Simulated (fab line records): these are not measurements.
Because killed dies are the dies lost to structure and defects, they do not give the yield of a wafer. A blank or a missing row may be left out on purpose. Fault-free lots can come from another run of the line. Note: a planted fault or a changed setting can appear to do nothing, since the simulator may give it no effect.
Comparing a struck lot with a sound one || flow nand_harc || 17 out of 1302 route steps
Sound: wafers L734.1, L734.3, L734.6. Struck: wafers L744.1, L744.5 (left out: L744.6, a lot-mate that was not struck); the cause follows at the end.
For every step that has rows: the tool of each side, followed by ch and its chambers, followed by its first start. Under that, the readings that differ: sound wafers || struck wafers || difference of the means || sigmas: that difference in standard deviations of wafers without a fault.
alike: readings whose means differ by less than 2 such deviations, and words and numbers that are the same on both sides. not compared: withheld readings, readings that some wafer has no value for, bounds like >300 that may hide the same value, and numbers for which the record gives no deviation and whose values overlap.
The two part at a step that has a row with sigmas, a row that says differs or no value, or rows on one side only. When numbers do not overlap yet have no deviation, they are printed without sigmas and do not part them. A reading that every wafer of one side lacks parts them only if that side has two wafers or more.

NHARC_P_M2_INSPECT_11:
  sound on defect_inspect-02 at day 9 17:26; struck on defect_inspect-02 at day 14 00:14
  alike: raw_defect_count
then, 1 step without rows for these wafers: NHARC_P_M2_DESCUM_14 (chemistry O2, time 3 s).
NHARC_P_M2_ETCH_35: etches the open film in N2/H2, target depth 40 nm, overetch 12 nm, time 43.94 s.
  sound on rie_diel-06 ch 1,2, day 9 17:35; struck on rie_diel-11 ch 0,1, day 14 00:23
  alike: chamber_pressure_mTorr, drypump_motor_current_A, mfc_ar_sccm, oes_product_au, rf_fwd_power_W, rf_vpp_V, showerhead_plenum_p_Torr, throttle_valve_pct
  not compared: rf_hours_counter_h
NHARC_P_M2_ETCH_15: etches the open film in C4F8/Ar, target depth 182.5 nm, time 91.2 s.
  sound: rie_diel-06 ch 0,1,3; struck: rie_diel-11 ch 1,2
{"reading": "oes_product_au (a.u.)", "sound": "0.919 0.932 0.933", "struck": "0.978 0.970", "difference": "+0.046", "sigmas": "+2"}
  alike: chamber_pressure_mTorr, rf_fwd_power_W, rf_vpp_V
  not compared: rf_hours_counter_h
NHARC_P_M2_CD_MEAS_16:
  sound on cd_sem-02 at day 9 17:49; struck on cd_sem-02 at day 14 00:36
  alike: cd_nm
NHARC_P_M2_STRIP_18: strips in N2/H2.
  sound on rie_diel-12 ch 0,2,3, day 9 17:53; struck on rie_diel-12 ch 1,2, day 14 00:45
  alike: chamber_pressure_mTorr, drypump_motor_current_A, mfc_ar_sccm, oes_product_au, rf_fwd_power_W, rf_vpp_V, showerhead_plenum_p_Torr, throttle_valve_pct
  not compared: rf_hours_counter_h
then, 4 steps without rows for these wafers: NHARC_P_M2_ETCH_28 (etches the open film in CF4/N2, target depth 30 nm, time 72.99 s); NHARC_P_M2_STRIP_19 (strips in post etch residue remover, time 600 s); NHARC_P_M2_DEGAS_29 (time 60 s); NHARC_P_M2_PRE_CLEAN_30 (time 30 s).
NHARC_P_M2_PVD_20: deposits TaN, target thk 5 nm, time 8.06 s.
  sound on pvd_sputter-01; struck on pvd_sputter-03
  alike: chamber_pressure_pa, throttle_valve_pct
NHARC_P_M2_PVD_21: deposits Cu, target thk 30 nm, time 20.49 s.
  sound on pvd_sputter-01; struck on pvd_sputter-03
  alike: chamber_pressure_pa, throttle_valve_pct
NHARC_P_M2_ECD_22: material Cu, target thk 400 nm.
  sound on ecd_cu-01 ch 0,1, day 9 18:53; struck on ecd_cu-01 ch 1, day 14 01:44
  alike: bath_temp_c
then, 1 step without rows for these wafers: NHARC_P_M2_ANNEAL_31 (time 90 s).
NHARC_P_M2_CMP_23: polishes, t overpolish 20 s, target thk 144.3 nm.
  sound on cmp-02 ch 0,3, day 9 19:42; struck on cmp-04 ch 1,3, day 14 02:27
{"reading": "time_to_endpoint_s (s)", "sound": "26.2 31.6 29.7", "struck": "14.6 11.5", "difference": -16.1, "sigmas": -7}
  alike: motor_current_A, slurry_filter_dp_kPa
NHARC_P_M2_THK_MEAS_24: measures by xrf.
  sound on film_metro-01 at day 9 20:01; struck on film_metro-01 at day 14 02:43
  alike: thk_nm
-- break in the record here, with 17 days between the starts of the struck wafers on either side (left off in module P_M2, picked up again in module END, where the first step shown is number 1302 on the route) --
NHARC_END_SORT_01:
  sound on prober-02 ch 0, day 27 21:37; struck on prober-01 ch 0, day 31 11:18
  alike: defect_limited_yield, killed_at_array, killed_at_other, killed_at_periphery, killed_dies, killed_open, killed_short, sort_bin_2_pct, sort_bin_3_pct, sort_bin_4_pct, sort_n_pass, sort_rim_yield_pct, sort_yield_pct

## WHERE THEY PART
First at NHARC_P_M2_ETCH_15; last, within this record, at NHARC_P_M2_CMP_23. Later steps at which nothing parts them and some readings are alike: NHARC_P_M2_THK_MEAS_24, NHARC_END_SORT_01.

WHY: what the simulator had put in
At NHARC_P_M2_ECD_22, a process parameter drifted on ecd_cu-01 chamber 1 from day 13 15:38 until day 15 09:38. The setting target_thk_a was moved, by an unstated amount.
